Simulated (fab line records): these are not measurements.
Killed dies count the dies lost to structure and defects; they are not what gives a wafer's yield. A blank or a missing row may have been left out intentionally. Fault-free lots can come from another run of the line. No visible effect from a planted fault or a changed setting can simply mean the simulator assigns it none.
What tool caused it? ; flow n5-finfet ; 72 wafers from 24 lots sampled at 5 of the route's 1938 steps

## WHAT EACH GAUGE READ, for each wafer
N5_BEOL_M13_OVL_MEAS_29.
lot;measured;on;M13_OVL (nm)
L076;day 12 09:07;overlay-01;9 6 3
L074;day 12 13:52;overlay-01;-4 0 -5
L077;day 12 14:58;overlay-02;10 0 -2
L075;day 12 17:50;overlay-01;-2 -4 -3
L078;day 13 14:11;overlay-01;-3 -6 -6
L079;day 13 18:14;overlay-01;1 -1 0
L080;day 13 17:52;overlay-02;-4 -2 -6
L081;day 13 18:45;overlay-02;1 -3 1
L082;day 14 04:58;overlay-01;0 12 14
L083;day 14 23:11;overlay-01;0 6 4
L084;day 15 05:06;overlay-01;8 8 5
L087;day 15 10:09;overlay-01;11 7 0
L085;day 15 13:38;overlay-02;0 7 6
L086;day 15 13:55;overlay-01;1 3 5
L091;day 16 17:56;overlay-02;0 8 10
L090;day 16 20:07;overlay-01;7 9 -4
L089;day 16 18:01;overlay-01;5 0 5
L088;day 16 20:47;overlay-01;-5 0 -5
L092;day 16 20:24;overlay-01;3 1 -3
L094;day 17 16:22;overlay-01;-7 -7 -1
L093;day 17 17:31;overlay-02;3 1 -2
L095;day 17 21:59;overlay-02;6 -1 5
L097;day 18 01:16;overlay-01;-5 -6 -13
L096;day 18 08:11;overlay-02;8 0 6

## WHAT TOOL EACH LOT RAN ON (gives the tool, then ch and the chambers of the sampled wafers, and finally the start)
lot;N5_BEOL_M11_STRIP_19;N5_BEOL_M11_ANNEAL_51;N5_BEOL_M11_CMP_52;N5_BEOL_M12_ETCH_59
L076;rie-diel-01 ch 1,3, day 11 21:05;rtp-anneal-01 ch 0, day 12 00:53;cmp-04 ch 2,3, day 12 01:08;rie-diel-04 ch 0,2,3, day 12 02:19
L074;rie-diel-01 ch 0,2, day 12 01:08;rtp-anneal-01 ch 0, day 12 06:04;cmp-04 ch 1,2,3, day 12 06:33;rie-diel-04 ch 0,2,3, day 12 07:31
L077;rie-diel-02 ch 0,2,3, day 12 04:26;rtp-anneal-01 ch 0, day 12 08:30;cmp-02 ch 0,1,3, day 12 08:46;rie-diel-06 ch 0,2,3, day 12 09:48
L075;rie-diel-02 ch 1,3, day 12 04:38;rtp-anneal-01 ch 0, day 12 09:14;cmp-04 ch 0,1,3, day 12 09:32;rie-diel-03 ch 0,1,2, day 12 10:34
L078;rie-diel-01 ch 1,2, day 13 00:29;rtp-anneal-01 ch 0, day 13 05:35;cmp-02 ch 0,1,3, day 13 06:13;rie-diel-03 ch 1,3, day 13 07:46
L079;rie-diel-02 ch 0,2, day 13 05:06;rtp-anneal-02 ch 0, day 13 11:34;cmp-04 ch 0,3, day 13 11:49;rie-diel-06 ch 0,1,2, day 13 12:52
L080;rie-diel-02 ch 0,1,2, day 13 05:16;rtp-anneal-02 ch 0, day 13 11:15;cmp-01 ch 1,2,3, day 13 11:33;rie-diel-03 ch 0,1,3, day 13 12:43
L081;rie-diel-02 ch 1,2,3, day 13 05:50;rtp-anneal-01 ch 0, day 13 11:33;cmp-01 ch 0,1, day 13 11:52;rie-diel-04 ch 0,1, day 13 12:54
L082;rie-diel-05 ch 0,1, day 13 15:18;rtp-anneal-01 ch 0, day 13 19:34;cmp-02 ch 0,1,3, day 13 19:52;rie-diel-06 ch 0,2,3, day 13 21:01
L083;rie-diel-02 ch 0,1,3, day 14 10:47;rtp-anneal-02 ch 0, day 14 15:04;cmp-02 ch 0,2,3, day 14 15:38;rie-diel-06 ch 0,1,3, day 14 16:46
L084;rie-diel-05 ch 1,2, day 14 15:45;rtp-anneal-01 ch 0, day 14 21:35;cmp-01 ch 1,3, day 14 21:50;rie-diel-06 ch 2,3, day 14 22:51
L087;rie-diel-01 ch 0,2,3, day 14 21:13;rtp-anneal-01 ch 0, day 15 01:38;cmp-02 ch 1,3, day 15 01:55;rie-diel-06 ch 1,2, day 15 02:59
L085;rie-diel-05 ch 0,1,2, day 15 00:20;rtp-anneal-02 ch 0, day 15 04:44;cmp-04 ch 0,2,3, day 15 05:04;rie-diel-04 ch 0,1,2, day 15 06:10
L086;rie-diel-05 ch 2,3, day 15 00:46;rtp-anneal-02 ch 0, day 15 04:59;cmp-04 ch 0,2,3, day 15 05:17;rie-diel-03 ch 0,1,2, day 15 06:22
L091;rie-diel-01 ch 1,3, day 16 06:05;rtp-anneal-02 ch 0, day 16 10:32;cmp-02 ch 0,2, day 16 10:50;rie-diel-06 ch 1,2,3, day 16 12:04
L090;rie-diel-02 ch 0,1,3, day 16 07:55;rtp-anneal-01 ch 0, day 16 11:40;cmp-02 ch 1,2, day 16 12:11;rie-diel-06 ch 1,2, day 16 13:18
L089;rie-diel-02 ch 0,1,3, day 16 07:57;rtp-anneal-01 ch 0, day 16 11:26;cmp-02 ch 0,2,3, day 16 11:46;rie-diel-03 ch 0,1,2, day 16 12:55
L088;rie-diel-01 ch 1,2,3, day 16 08:39;rtp-anneal-02 ch 0, day 16 12:17;cmp-04 ch 0,1, day 16 12:35;rie-diel-04 ch 2,3, day 16 13:47
L092;rie-diel-01 ch 0,1,2, day 16 08:52;rtp-anneal-02 ch 0, day 16 12:31;cmp-02 ch 0,2, day 16 12:53;rie-diel-04 ch 1,2,3, day 16 14:05
L094;rie-diel-05 ch 0,1, day 16 20:39;rtp-anneal-01 ch 0, day 17 02:32;cmp-02 ch 0,3, day 17 02:45;rie-diel-03 ch 0,1,3, day 17 03:55
L093;rie-diel-01 ch 0,2, day 16 20:58;rtp-anneal-02 ch 0, day 17 03:49;cmp-04 ch 0,2,3, day 17 04:09;rie-diel-03 ch 0,3, day 17 05:43
L095;rie-diel-02 ch 0,2, day 17 05:37;rtp-anneal-02 ch 0, day 17 11:51;cmp-04 ch 0,2,3, day 17 12:10;rie-diel-06 ch 2,3, day 17 13:40
L097;rie-diel-02 ch 0,1,2, day 17 14:34;rtp-anneal-01 ch 0, day 17 19:11;cmp-04 ch 0,1,2, day 17 19:29;rie-diel-06 ch 1,3, day 17 20:32
L096;rie-diel-05 ch 0,1, day 17 18:58;rtp-anneal-02 ch 0, day 17 23:48;cmp-02 ch 0,1,3, day 18 00:05;rie-diel-03 ch 0,1,3, day 18 01:10
- N5_BEOL_M11_STRIP_19: strips in O2.
- N5_BEOL_M11_ANNEAL_51: time 90 s.
- N5_BEOL_M11_CMP_52: polishes, stops on SiCOH lowk, t overpolish 7 s, target thk 140 nm.
- N5_BEOL_M12_ETCH_59: etches BARC in N2/H2, target depth 89 nm, overetch 26.7 nm, time 67.9 s.

## WHAT THE TOOLS THEMSELVES READ (means of the sampled wafers that have a number; where no wafer has one, the mark that the record gives instead)
N5_BEOL_M11_STRIP_19.
lot;tool;drypump-motor-current-A (A);oes-product-au (a.u.);rf-vpp-V (V);showerhead-plenum-p-Torr (Torr);throttle-valve-pct (%)
L076;rie-diel-01;5.8;0.85;3.4;2.13;16.69
L074;rie-diel-01;6.0;0.91;3.5;2.18;16.61
L077;rie-diel-02;6.0;0.75;3.3;2.15;16.79
L075;rie-diel-02;5.9;0.87;3.5;2.16;16.43
L078;rie-diel-01;5.9;0.92;3.6;2.20;16.59
L079;rie-diel-02;5.7;0.71;3.8;2.13;16.96
L080;rie-diel-02;5.8;0.76;3.7;2.11;16.72
L081;rie-diel-02;6.0;0.79;3.3;2.14;16.55
L082;rie-diel-05;6.0;0.71;3.8;2.10;16.77
L083;rie-diel-02;5.8;0.81;3.2;2.16;16.72
L084;rie-diel-05;5.4;0.71;3.4;2.02;16.69
L087;rie-diel-01;6.0;0.83;2.9;2.14;16.72
L085;rie-diel-05;5.7;0.80;3.6;2.07;16.61
L086;rie-diel-05;5.5;0.83;3.6;2.09;16.62
L091;rie-diel-01;5.8;0.83;4.0;2.13;16.76
L090;rie-diel-02;5.8;0.79;3.6;2.16;16.74
L089;rie-diel-02;5.8;0.79;3.9;2.16;16.74
L088;rie-diel-01;5.8;0.85;4.0;2.15;16.70
L092;rie-diel-01;6.0;0.85;3.5;2.15;16.73
L094;rie-diel-05;6.1;0.87;3.5;2.12;16.57
L093;rie-diel-01;6.1;0.82;3.5;2.13;16.78
L095;rie-diel-02;5.9;0.84;3.5;2.08;16.54
L097;rie-diel-02;5.8;0.81;3.6;2.10;16.61
L096;rie-diel-05;6.1;0.85;3.8;2.12;16.57

N5_BEOL_M11_ANNEAL_51.
lot;tool;wafer_temp_C_max
L076;rtp-anneal-01;225.98
L074;rtp-anneal-01;225.64
L077;rtp-anneal-01;226.21
L075;rtp-anneal-01;226.13
L078;rtp-anneal-01;226.06
L079;rtp-anneal-02;226.04
L080;rtp-anneal-02;226.30
L081;rtp-anneal-01;226.12
L082;rtp-anneal-01;225.86
L083;rtp-anneal-02;225.95
L084;rtp-anneal-01;225.65
L087;rtp-anneal-01;226.02
L085;rtp-anneal-02;226.07
L086;rtp-anneal-02;226.16
L091;rtp-anneal-02;226.42
L090;rtp-anneal-01;226.01
L089;rtp-anneal-01;225.59
L088;rtp-anneal-02;226.28
L092;rtp-anneal-02;226.07
L094;rtp-anneal-01;225.85
L093;rtp-anneal-02;226.14
L095;rtp-anneal-02;226.11
L097;rtp-anneal-01;225.60
L096;rtp-anneal-02;226.07

N5_BEOL_M11_CMP_52.
lot;tool;barrier-field-endpoint-s (s);motor-current-A (A);overpolish-run-s (s);time-to-endpoint-s (s)
L076;cmp-04;28.5;5.9;6.994;67
L074;cmp-04;28.1;6.0;6.997;64
L077;cmp-02;28.5;5.7;7.000;66
L075;cmp-04;28.1;6.1;7.004;62
L078;cmp-02;29.1;5.8;7.009;69
L079;cmp-04;28.2;6.5;7.002;63
L080;cmp-01;28.4;5.9;7.003;66
L081;cmp-01;28.4;5.3;7.008;65
L082;cmp-02;29.0;5.4;6.994;68
L083;cmp-02;29.0;5.4;7.011;67
L084;cmp-01;28.3;6.5;7.002;68
L087;cmp-02;29.4;6.1;7.006;67
L085;cmp-04;28.8;6.3;7.000;67
L086;cmp-04;28.2;6.5;6.991;62
L091;cmp-02;29.8;5.2;7.004;68
L090;cmp-02;28.9;5.6;7.006;69
L089;cmp-02;28.1;5.3;6.997;67
L088;cmp-04;28.0;6.8;7.002;60
L092;cmp-02;28.2;5.0;7.007;70
L094;cmp-02;29.0;5.3;7.000;68
L093;cmp-04;28.3;6.4;6.999;64
L095;cmp-04;27.9;6.5;6.995;61
L097;cmp-04;27.6;6.7;6.993;63
L096;cmp-02;29.0;5.7;7.001;66

N5_BEOL_M12_ETCH_59.
lot;tool;drypump-motor-current-A (A);oes-product-au (a.u.);rf-vpp-V (V);showerhead-plenum-p-Torr (Torr);throttle-valve-pct (%)
L076;rie-diel-04;5.9;0.61;522.8;2.48;17.99
L074;rie-diel-04;5.9;0.61;521.9;2.48;18.01
L077;rie-diel-06;5.2;0.76;525.7;2.61;17.78
L075;rie-diel-03;5.7;0.66;524.9;2.54;17.78
L078;rie-diel-03;5.9;0.66;522.6;2.47;17.68
L079;rie-diel-06;5.5;0.74;526.7;2.61;17.75
L080;rie-diel-03;5.7;0.65;524.0;2.53;17.72
L081;rie-diel-04;5.2;0.65;520.3;2.43;17.85
L082;rie-diel-06;5.2;0.74;527.0;2.61;17.78
L083;rie-diel-06;5.4;0.71;527.0;2.64;17.85
L084;rie-diel-06;5.1;0.73;526.3;2.63;17.79
L087;rie-diel-06;5.6;0.73;526.0;2.61;17.68
L085;rie-diel-04;5.8;0.69;520.5;2.44;17.86
L086;rie-diel-03;5.7;0.65;523.5;2.53;17.82
L091;rie-diel-06;5.4;0.71;526.2;2.63;17.79
L090;rie-diel-06;5.5;0.72;525.6;2.60;17.70
L089;rie-diel-03;5.6;0.64;523.6;2.52;17.84
L088;rie-diel-04;6.1;0.79;523.4;2.49;17.53
L092;rie-diel-04;6.1;0.73;521.3;2.46;17.63
L094;rie-diel-03;5.7;0.63;523.4;2.52;17.77
L093;rie-diel-03;5.5;0.64;522.5;2.49;17.88
L095;rie-diel-06;5.1;0.71;525.9;2.62;17.84
L097;rie-diel-06;5.6;0.69;526.8;2.66;17.90
L096;rie-diel-03;5.7;0.62;524.3;2.52;17.78

## THE ANSWER, worked out from the rows above alone
Rule: the usual values come from the lots themselves. Put in order of their means at a reading, lots are off if they are a third of the lots or fewer, leave a main group of 4 or more, and stand apart from it by a gap of 3 or more times the standard deviation of the main group's means; of several such gaps the widest counts. If all means in a main group match to the digits the tables above print for the reading, that group is not used. A lot without any number at a reading at which 4 lots or more have one is off too. All remaining lots with rows at the step are treated as sound. The gauges are gone through in route order, then the tools' own readings, and for those a lot's mean is taken as printed above. At the first step where some lot is off, the reading lying furthest off is the one used; lots without a number count as furthest.
No lot is off on any of the readings shown, so nothing can be concluded from this.

## WHAT HAD BEEN PUT IN BY THE SIMULATOR
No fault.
